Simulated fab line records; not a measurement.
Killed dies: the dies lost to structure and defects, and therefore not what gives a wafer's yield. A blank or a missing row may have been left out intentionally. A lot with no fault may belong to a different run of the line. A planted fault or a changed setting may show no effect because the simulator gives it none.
fab line records	flow n5_finfet	part 2 of 2: steps 5 to 6 of 6
record: lots: 21	wafers: 63	last_day: 18
route steps=1938 shown BEOL_M14@1750 BEOL_M15@1805 TV_LITHO@1886 PASSIVATION@1928
lots that met no fault: taken from a fault-free run of the same line
start_h: start of the lot's first displayed wafer, in hours after the record's first day	wait_h: time in hours since the lot's previous step	" as in the row above	L1.1+2: several wafers, shown together as one row	- no value present, or no start provided	* or withheld: withheld	< > ~ a bound
route shown NAME@n: a module of which the file shows steps, and the number in the route of the first	usual: mean and standard deviation over wafers with no fault	same: alike in all rows	chamber/n: place in a boat	sites: the reading at each site	_std_site: standard deviation of those values	_edge_site: inner sites' mean taken away from outer sites' mean	radius_mm: for every site, how far away it sits from the centre of the wafer	mask NAME#n: copy n	behind: the last tool/chamber to shape the wafer	hold: why the lot went on hold/how many hours it stayed there/how the hold came to an end	device: which transistor (n, p or np) failed to switch	end of line: tests of these same wafers at the route's end	step lacking rows: just its recipe	killed: dies that structure and defects cost at the first sort, which is not the same as the wafer's yield	map: shows each die of a wafer: x if killed, . if not, _ if none is there
set.NAME: the run value of the setting; set.NAME@STEP: its run value at that earlier step	model.NAME: the simulator's own value behind a step, which no gauge read
steps of the route over a sample of lots; a table a step, a row a wafer
services: when a tool's chamber went out of use (start_h, in hours from the record's first day, below 0 if earlier), for how many hours, and the reason
== steps ==
step: N5_PASSIVATION_DESCUM_12
recipe: chemistry: O2	time_s: 7.9	source_power_w: 50	bias_power_w: 20	pressure_mtorr: 20	rf_frequency_hz: 2.712e+07	temp_c: 40	o2_flow_sccm: 225
usual: drypump_motor_current_A: 5.9/0.46	oes_product_au: 0.78/0.095	rf_fwd_power_W: 49.65/0.18	rf_vpp_V: 243.0/1.6	showerhead_plenum_p_Torr: 2.07/0.088	throttle_valve_pct: 20.4/0.33
lot.wafer	tool	chamber	start_h	wait_h	drypump_motor_current_A	oes_product_au	rf_fwd_power_W	rf_hours_counter_h	rf_vpp_V	showerhead_plenum_p_Torr	throttle_valve_pct
L074.3	rie_diel-03	3	256.16	0.0	5.8	0.76	49.79	136	242.4	1.98	19.9
L074.5	"	3	"	"	5.8	0.77	49.75	-	241.4	1.98	19.9
L074.6	"	2	"	"	6.2	0.68	49.61	-	244.7	2.12	20.4
L076.1	rie_diel-01	0	256.32	0.0	5.5	0.69	49.48	246	243.5	2.06	20.8
L076.4	"	1	"	"	5.5	0.91	50.01	20	243.0	2.11	20.3
L076.6	"	2	"	"	5.4	0.71	49.59	-	244.4	2.19	20.7
L077.2	rie_diel-06	3	280.11	0.0	5.9	0.75	49.82	155	240.6	1.91	20.1
L077.3	"	1	"	"	6.5	0.84	49.90	63	246.0	2.18	20.2
L077.4	"	0	"	"	6.5	0.73	49.61	214	241.9	1.99	20.2
L079.1	rie_diel-06	0	286.06	0.0	6.5	0.73	49.82	216	241.4	1.99	20.2
L079.4	"	2	"	"	5.6	0.94	49.84	17	242.2	2.04	20.6
L079.6	"	1	"	"	6.5	0.84	49.64	-	246.4	2.18	20.2
L078.3	rie_diel-06	0	287.98	0.1	6.5	0.73	49.68	217	240.5	1.99	20.2
L078.4	"	2	"	"	5.6	0.95	49.44	17	242.2	2.04	20.6
L078.6	"	3	"	"	5.9	0.75	49.97	-	241.6	1.91	20.1
L081.2	rie_diel-06	1	296.07	0.1	6.5	0.84	49.79	66	243.5	2.18	20.2
L081.4	"	2	"	"	5.7	0.94	49.90	19	243.0	2.04	20.6
L081.6	"	1	"	"	6.5	0.84	49.68	-	244.5	2.18	20.2
L080.1	rie_diel-06	1	308.23	0.0	6.5	0.84	49.86	71	245.9	2.18	20.2
L080.2	"	3	"	"	5.9	0.75	49.71	164	240.6	1.91	20.1
L080.3	"	0	"	"	6.5	0.72	49.68	223	241.8	1.98	20.2
L083.1	rie_diel-03	2	313.01	0.2	6.3	0.67	49.76	240	243.7	2.11	20.4
L083.3	"	1	"	"	6.8	0.66	49.43	237	242.1	1.99	20.9
L083.6	"	3	"	"	5.8	0.75	49.68	-	241.7	1.98	20.0
L084.1	rie_diel-01	3	322.45	0.1	5.4	0.74	49.26	182	242.8	2.08	20.8
L084.2	"	1	"	"	5.5	0.88	49.39	41	243.7	2.10	20.3
L084.5	"	0	"	"	5.5	0.96	49.54	-	243.2	2.06	20.4
L086.2	rie_diel-01	2	327.21	0.3	5.4	0.69	49.47	233	243.5	2.18	20.8
L086.4	"	3	"	"	5.4	0.73	49.68	184	244.7	2.08	20.8
L086.6	"	1	"	"	5.5	0.87	49.53	-	243.3	2.10	20.3
L088.1	rie_diel-03	2	339.87	0.0	6.2	0.67	49.52	247	244.0	2.11	20.4
L088.2	"	3	"	"	5.9	0.74	49.82	159	241.4	1.98	20.0
L088.3	"	0	"	"	5.7	0.72	50.04	203	244.4	2.17	20.9
L085.4	rie_diel-03	1	348.02	0.4	6.8	0.65	49.30	247	240.9	1.98	20.9
L085.5	"	3	"	"	5.8	0.74	49.71	-	241.0	1.98	20.0
L085.6	"	2	"	"	6.2	0.66	49.85	-	243.7	2.11	20.4
L089.1	rie_diel-01	1	357.41	0.3	5.5	0.85	50.04	52	243.8	2.10	20.3
L089.3	"	3	"	"	5.4	0.73	49.30	192	242.8	2.07	20.8
L089.4	"	0	"	"	5.5	0.92	49.47	15	242.7	2.06	20.4
L091.3	rie_diel-01	1	362.45	0.0	5.5	0.85	49.55	52	245.2	2.10	20.3
L091.4	"	3	"	"	5.4	0.72	49.62	192	243.9	2.07	20.8
L091.6	"	2	"	"	5.4	0.68	49.89	-	244.0	2.18	20.8
L090.2	rie_diel-03	2	378.13	0.0	6.2	0.98	49.70	5	242.7	2.11	20.1
L090.3	"	3	"	"	5.8	0.73	49.68	172	240.9	1.97	20.0
L090.5	"	2	"	"	6.2	0.97	49.76	-	244.0	2.11	20.1
L093.1	rie_diel-06	3	380.03	0.3	5.9	0.72	49.81	186	240.2	1.90	20.1
L093.4	"	3	"	"	5.9	0.73	50.09	-	240.0	1.90	20.1
L093.6	"	0	"	"	6.5	0.71	49.45	-	241.3	1.98	20.3
L092.2	rie_diel-01	3	386.25	0.1	5.4	0.72	49.62	200	243.9	2.07	20.8
L092.4	"	0	"	"	5.5	0.89	49.57	-	241.5	2.05	20.4
L092.6	"	1	"	"	5.5	0.83	49.69	-	245.6	2.10	20.3
L094.1	rie_diel-01	3	393.54	0.3	5.4	0.71	49.59	204	243.0	2.07	20.8
L094.2	"	0	"	"	5.5	0.90	49.53	27	242.1	2.05	20.4
L094.3	"	3	"	"	5.4	0.71	49.51	-	243.4	2.07	20.8
L095.3	rie_diel-01	0	400.07	0.3	5.5	0.88	49.76	30	242.2	2.05	20.4
L095.5	"	1	"	"	5.5	0.84	49.92	-	243.7	2.10	20.3
L095.6	"	0	"	"	5.5	0.88	49.55	-	243.4	2.05	20.4
L097.2	rie_diel-06	0	413.54	0.2	6.5	0.98	49.53	2	245.4	2.24	19.8
L097.4	"	3	"	"	5.9	0.72	49.97	198	240.2	1.90	20.1
L097.5	"	3	"	"	5.9	0.71	50.09	-	240.1	1.90	20.1
L096.2	rie_diel-03	3	413.81	0.3	5.8	0.72	49.54	184	241.9	1.97	20.0
L096.3	"	0	"	"	5.7	0.71	49.25	229	243.4	2.16	21.0
L096.5	"	3	"	"	5.8	0.72	49.66	-	242.3	1.97	20.0
step: N5_PASSIVATION_DESCUM_46
recipe: chemistry: O2	time_s: 7.9	source_power_w: 50	bias_power_w: 20	pressure_mtorr: 20	rf_frequency_hz: 2.712e+07	temp_c: 40	o2_flow_sccm: 225
usual: drypump_motor_current_A: 5.7/0.38	oes_product_au: 0.82/0.076	rf_fwd_power_W: 49.40/0.18	rf_vpp_V: 243.1/1.6	showerhead_plenum_p_Torr: 2.09/0.097	throttle_valve_pct: 20.24/0.21
lot.wafer	tool	chamber	start_h	wait_h	drypump_motor_current_A	oes_product_au	rf_fwd_power_W	rf_hours_counter_h	rf_vpp_V	showerhead_plenum_p_Torr	throttle_valve_pct
L074.3	rie_diel-05	2	259.63	0.0	5.4	0.73	49.29	201	240.0	1.89	20.29
L074.5	"	3	"	"	5.5	0.85	49.47	-	243.1	2.01	20.32
L074.6	"	2	"	"	5.5	0.72	49.63	-	240.1	1.89	20.30
L076.1	rie_diel-04	0	260.53	0.0	5.6	0.83	49.22	84	243.4	2.22	20.51
L076.4	"	3	"	"	6.0	0.88	49.45	46	241.5	2.03	20.01
L076.6	"	0	"	"	5.6	0.83	49.24	-	244.3	2.22	20.52
L077.2	rie_diel-04	0	284.37	0.0	5.6	0.81	49.32	93	245.7	2.21	20.52
L077.3	"	1	"	"	5.5	0.67	49.57	240	244.6	2.16	20.34
L077.4	"	3	"	"	6.0	0.87	49.61	54	242.6	2.03	20.03
L079.1	rie_diel-04	0	289.59	0.0	5.6	0.82	49.29	95	246.0	2.21	20.54
L079.4	"	3	"	"	6.0	0.87	49.43	55	243.7	2.03	20.03
L079.6	"	2	"	"	5.3	0.94	49.54	-	241.7	2.03	20.17
L078.3	rie_diel-04	1	293.87	1.6	5.4	0.67	49.56	244	244.2	2.16	20.35
L078.4	"	0	"	"	5.6	0.82	49.58	98	243.3	2.21	20.54
L078.6	"	1	"	"	5.4	0.67	49.75	-	245.0	2.16	20.35
L081.2	rie_diel-04	1	300.53	0.0	5.4	0.67	49.27	247	241.8	2.16	20.37
L081.4	"	3	"	"	6.0	0.86	49.56	62	242.1	2.03	20.03
L081.6	"	1	"	"	5.5	0.67	49.64	-	245.2	2.16	20.35
L080.1	rie_diel-05	0	311.90	0.0	5.1	0.88	49.55	48	243.6	2.13	19.90
L080.2	"	2	"	"	5.5	0.72	49.59	214	239.9	1.89	20.31
L080.3	"	3	"	"	5.5	0.86	49.21	56	242.5	2.00	20.34
L083.1	rie_diel-05	2	316.79	0.1	5.5	0.72	49.54	215	239.1	1.89	20.32
L083.3	"	0	"	"	5.1	0.88	49.48	51	244.0	2.13	19.89
L083.6	"	1	"	"	6.2	0.73	49.57	-	245.1	2.15	20.51
L084.1	rie_diel-05	0	325.85	0.0	5.1	0.87	49.12	54	244.0	2.13	19.90
L084.2	"	3	"	"	5.6	0.86	49.47	61	241.9	2.00	20.35
L084.5	"	0	"	"	5.1	0.88	49.25	-	243.5	2.13	19.91
L086.2	rie_diel-02	3	332.58	0.2	6.5	0.97	49.19	6	244.2	2.06	19.96
L086.4	"	2	"	"	5.6	0.86	49.27	42	243.7	2.03	20.18
L086.6	"	3	"	"	6.6	0.97	48.98	-	243.2	2.06	19.97
L088.1	rie_diel-04	1	344.31	0.4	5.4	0.92	49.71	10	242.6	2.16	20.06
L088.2	"	3	"	"	6.1	0.85	49.07	73	243.9	2.02	20.05
L088.3	"	0	"	"	5.5	0.80	49.45	120	246.2	2.20	20.55
L085.4	rie_diel-05	2	355.43	0.1	5.5	0.71	49.26	228	241.4	1.89	20.34
L085.5	"	0	"	"	5.1	0.85	49.32	-	242.2	2.12	19.91
L085.6	"	3	"	"	5.5	0.84	49.58	-	245.0	2.00	20.35
L089.1	rie_diel-05	0	361.44	0.1	5.1	0.85	48.89	66	243.0	2.12	19.91
L089.3	"	2	"	"	5.4	0.70	49.49	229	240.5	1.89	20.34
L089.4	"	3	"	"	5.5	0.84	49.54	73	242.7	2.00	20.36
L091.3	rie_diel-02	0	366.32	0.5	6.1	0.89	49.47	30	245.0	2.25	20.11
L091.4	"	3	"	"	6.6	0.93	48.71	19	242.4	2.05	19.97
L091.6	"	0	"	"	6.1	0.90	49.45	-	246.2	2.25	20.09
L090.2	rie_diel-02	1	381.91	0.0	5.9	0.79	49.52	90	243.2	2.15	20.42
L090.3	"	0	"	"	6.1	0.89	49.23	35	245.4	2.24	20.11
L090.5	"	1	"	"	5.9	0.79	49.46	-	243.2	2.15	20.41
L093.1	rie_diel-05	3	384.31	0.0	5.5	0.83	49.33	79	242.4	2.00	20.38
L093.4	"	1	"	"	6.2	0.70	49.28	222	243.6	2.14	20.53
L093.6	"	3	"	"	5.5	0.83	49.42	-	240.8	2.00	20.37
L092.2	rie_diel-02	1	390.29	0.0	5.9	0.80	49.52	92	243.5	2.15	20.41
L092.4	"	0	"	"	6.1	0.87	49.69	38	245.2	2.24	20.10
L092.6	"	1	"	"	5.9	0.80	49.36	-	243.5	2.15	20.42
L094.1	rie_diel-04	2	397.42	0.0	5.3	0.83	49.23	61	242.6	2.01	20.22
L094.2	"	3	"	"	6.0	0.82	49.56	87	242.7	2.02	20.07
L094.3	"	1	"	"	5.4	0.86	49.64	31	244.5	2.15	20.08
L095.3	rie_diel-05	2	403.37	0.0	5.5	0.70	49.40	244	240.0	1.88	20.36
L095.5	"	2	"	"	5.5	0.70	49.42	-	238.2	1.88	20.36
L095.6	"	0	"	"	5.1	0.85	49.46	-	243.7	2.12	19.94
L097.2	rie_diel-02	3	417.46	0.6	6.6	0.90	49.19	35	243.8	2.05	19.99
L097.4	"	0	"	"	6.1	0.86	49.45	46	243.4	2.24	20.14
L097.5	"	0	"	"	6.1	0.87	49.69	-	246.5	2.24	20.11
L096.2	rie_diel-04	0	417.53	0.3	5.6	0.76	49.28	148	244.5	2.19	20.60
L096.3	"	1	"	"	5.5	0.85	49.38	39	245.4	2.15	20.10
L096.5	"	1	"	"	5.5	0.85	49.48	-	244.8	2.15	20.11
== services ==
tool	chamber	start_h	hours	kind
rie_diel-05	2	219.41	2.6	repair
rie_diel-02	3	230.91	5.1	repair
rie_diel-04	2	237.62	-	clean
rie_diel-04	2	237.62	-	consumable_replace:focus_ring
rie_diel-04	2	237.62	14.2	scheduled_down
rie_diel-04	2	237.62	14.2	vent_cycle
rie_diel-01	0	267.70	-	clean
rie_diel-01	0	267.70	-	consumable_replace:focus_ring
rie_diel-05	-	291.28	14.6	pm
rie_diel-01	1	293.98	4.3	repair
rie_diel-03	-	297.78	2.8	pm
rie_diel-04	1	306.00	-	clean
rie_diel-04	1	306.00	-	consumable_replace:focus_ring
rie_diel-04	1	306.00	15.0	scheduled_down
rie_diel-04	1	306.00	15.0	vent_cycle
rie_diel-04	3	317.19	18.4	repair
rie_diel-02	2	328.01	2.4	repair
rie_diel-01	-	333.66	2.8	pm
rie_diel-04	3	352.07	12.2	repair
rie_diel-06	2	371.77	13.6	repair
rie_diel-01	1	388.45	10.8	repair
pvd_sputter-03	-	394.19	6.1	repair
pvd_sputter-01	-	401.18	5.6	repair
rie_diel-04	2	402.76	9.1	repair
